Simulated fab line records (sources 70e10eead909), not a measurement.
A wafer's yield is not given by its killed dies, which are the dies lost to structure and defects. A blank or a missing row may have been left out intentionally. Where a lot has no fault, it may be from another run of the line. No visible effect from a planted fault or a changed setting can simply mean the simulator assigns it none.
Matching of chambers ; flow nand_harc ; NHARC_P_ZERO_WELL_PECVD_02 on pecvd-04: 3 sister chambers
The step deposits SiO2, target thk 10 nm. 6 wafers are shown with their chamber, then 7 later ones without.

## WAFERS, EACH WITH ITS CHAMBER
wafer;chamber;chamber_pressure_Torr (Torr)
L966.4;0;6.484
L967.3;2;6.504
L967.5;0;6.499
L967.6;1;6.481
L974.3;2;6.497
L974.5;1;6.536

## WAFERS WITHOUT THEIR CHAMBER
wafer;chamber_pressure_Torr (Torr)
L974.6;6.501
L978.1;6.493
L978.2;6.484
L978.4;6.501
L982.1;6.491
L982.5;6.489
L982.6;6.507

## WHICH CHAMBER EACH WENT THROUGH
wafer;from the rows above;in truth
L974.6;can't be placed: 2 or 1 or 0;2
L978.1;can't be placed: 0 or 2 or 1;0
L978.2;can't be placed: 0 or 2 or 1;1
L978.4;can't be placed: 2 or 1 or 0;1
L982.1;can't be placed: 0 or 2 or 1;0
L982.5;can't be placed: 0 or 2 or 1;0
L982.6;can't be placed: 1 or 2 or 0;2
Placed correctly: 0 of 7. Not placeable from these rows: 7 (in 7, the candidates include the true chamber). 0 placed wrongly.
How it was worked out, from the rows above alone: a wafer's distance from a chamber is the root of the sum, over the readings, of the square of ((its reading less the chamber's mean) divided by the reading's scatter). If the next closest chamber is less than 2 further off than the closest, the wafer can't be placed; otherwise it belongs to the closest. For every chamber, the mean is computed from those of its wafers that are shown. How the scatter is found: for the shown wafers, subtract from each reading the mean of its chamber, square and add these, divide the total by (wafers less chambers), then take the root.
